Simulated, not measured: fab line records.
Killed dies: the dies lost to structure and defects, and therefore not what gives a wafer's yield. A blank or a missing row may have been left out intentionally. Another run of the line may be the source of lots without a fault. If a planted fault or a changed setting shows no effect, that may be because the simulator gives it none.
Comparing a struck lot with a sound one | flow n5_finfet | 19 steps out of a route of 1938
Sound: wafers L846.1, L846.4, L846.5. Wafers L838.1, L838.4, L838.6 were the ones struck. The cause comes at the end.
Order at every step that has rows: each side's tool, ch and its chambers, its first start. Under that, the readings that differ: sound wafers | struck wafers | difference of the means | sigmas: that difference in standard deviations of wafers without a fault.
alike: words and numbers the same on both sides, and readings whose means are apart by under 2 such deviations; not compared: readings that were withheld, readings missing a value for some wafer, numbers with overlapping values and no deviation given by the record, and bounds like >300 which may hide the same value.
Wherever a step has rows on one side only, a row that says differs or no value, or a row with sigmas, the two part there. Numbers that have no deviation but don't overlap get no sigmas and don't part them. Lack of a reading on every wafer of one side parts them only where that side has two or more wafers.

first, 12 steps without rows for these wafers: N5_FIN_CUT_DESCUM_13 (chemistry O2, time 7 s); N5_FIN_CUT_ETCH_30 (etches underlayer in N2/H2, target depth 13 nm, time 10.4 s); N5_FIN_CUT_ETCH_20 (etches SiARC in CF4, target depth 26 nm, time 43.3 s); N5_FIN_CUT_ETCH_21 (etches SOC in N2/H2, target depth 219 nm, overetch 43.8 nm, time 523.5 s); N5_FIN_CUT_STRIP_23 (strips in N2/H2); N5_FIN_CUT_STRIP_31 (strips in N2/H2); N5_FIN_CUT_STRIP_24 (strips in CF4); N5_FIN_CUT_CUT_ETCH_26 (etches SiNx in CH3F/O2, target depth 39 nm, time 55.7 s); N5_FIN_CUT_CUT_ETCH_27 (etches SiO2 in CHF3/O2, target depth 4 nm, overetch 2 nm, time 4.9 s); N5_FIN_CUT_PRECLEAN_35 (cleans in vHF, time 13.3 s); N5_FIN_CUT_CUT_ETCH_15 (etches Si in HBr/Cl2/O2, target depth 100 nm, bt time 10 s, time 42.4 s); N5_FIN_CUT_CUT_ETCH_28 (etches Si in HBr/Cl2/O2, target depth 6 nm, time 2.4 s).
N5_FIN_CUT_STRIP_22: strips in N2/H2.
  sound on rie_diel-06 ch 1,3, day 7 10:16; struck on rie_diel-06 ch 0,1,3, day 5 14:23
  no value came back on the struck wafers for any of 7 readings (bias_power_w (W), chamber_pressure_mTorr (mTorr) and others); on the sound wafers bias_power_w (W) reads 8.005 7.988 7.978
  reading                                  | sound | struck            | difference | sigmas
  model.SOC_of_FIN_CUT_COAT_18.thk_nm (nm) | 0 0 0 | 168.8 169.4 167.2 | +168.5     |
  not compared: rf_hours_counter_h
then, 3 steps without rows for these wafers: N5_FIN_CUT_PRECLEAN_36 (cleans in O3/DIW, time 60 s); N5_FIN_CUT_SRD_32 (time 30 s); N5_FIN_CUT_UV_OZONE_34 (time 120 s).
N5_FIN_CUT_INSPECT_17: inspects for defects (brightfield).
  struck on defect_inspect-02, day 5 14:33; sound on defect_inspect-02, day 7 10:25
  reading          | sound       | struck         | difference | sigmas
  raw_defect_count | 272 121 110 | 2697 2580 2530 | +2435      | +35
N5_BEOL_M4_RC_MEAS_101:
  the record has rows for the sound wafers here (prober-02 ch 0, day 13 05:14) and none for the struck ones
-- the record jumps here: 11 days lie between the struck wafers' starts before and after (it left off in module BEOL_M4 and takes up again in module PASSIVATION, whose first step shown is number 1936 of the route) --
N5_PASSIVATION_PROBE_49:
  struck on prober-01, day 16 07:57; sound on prober-01, day 17 16:04
  reading                  | sound          | struck         | difference | sigmas
  defect_limited_yield (%) | 91.4 93.7 93.2 | 2.0 1.9 2.5    | -90.6      | -65
  killed_at_front_end      | 40 23 31       | 1072 1093 1100 | +1057      | +96
  killed_dies              | 102 74 80      | 1156 1158 1150 | +1069      | +63
  killed_on_rim            | 14 15 11       | 152 152 143    | +136       | +38
  killed_short             | 28 20 27       | 49 43 33       | +17        | +2
  sort_bin_4_leakage (%)   | 0.17 0 0.08    | 0 0 0          | +0         | -2
  sort_bin_5_function (%)  | 5.4 3.1 3.6    | 93.1 94.5 93.8 | +89.8      | +99
  sort_n_pass              | 1076 1106 1099 | 24 22 30       | -1068      | -63
  sort_yield_pct (%)       | 91.2 93.7 93.1 | 2.0 1.9 2.5    | -90.5      | -65
  alike: killed_at_M0_to_M3, killed_at_M4_up, killed_at_contacts, killed_at_other, killed_open, sort_bin_6_memory

== WHERE THEY PART ==
First at N5_FIN_CUT_STRIP_22; last, within this record, at N5_PASSIVATION_PROBE_49.

WHY: the cause the simulator had injected
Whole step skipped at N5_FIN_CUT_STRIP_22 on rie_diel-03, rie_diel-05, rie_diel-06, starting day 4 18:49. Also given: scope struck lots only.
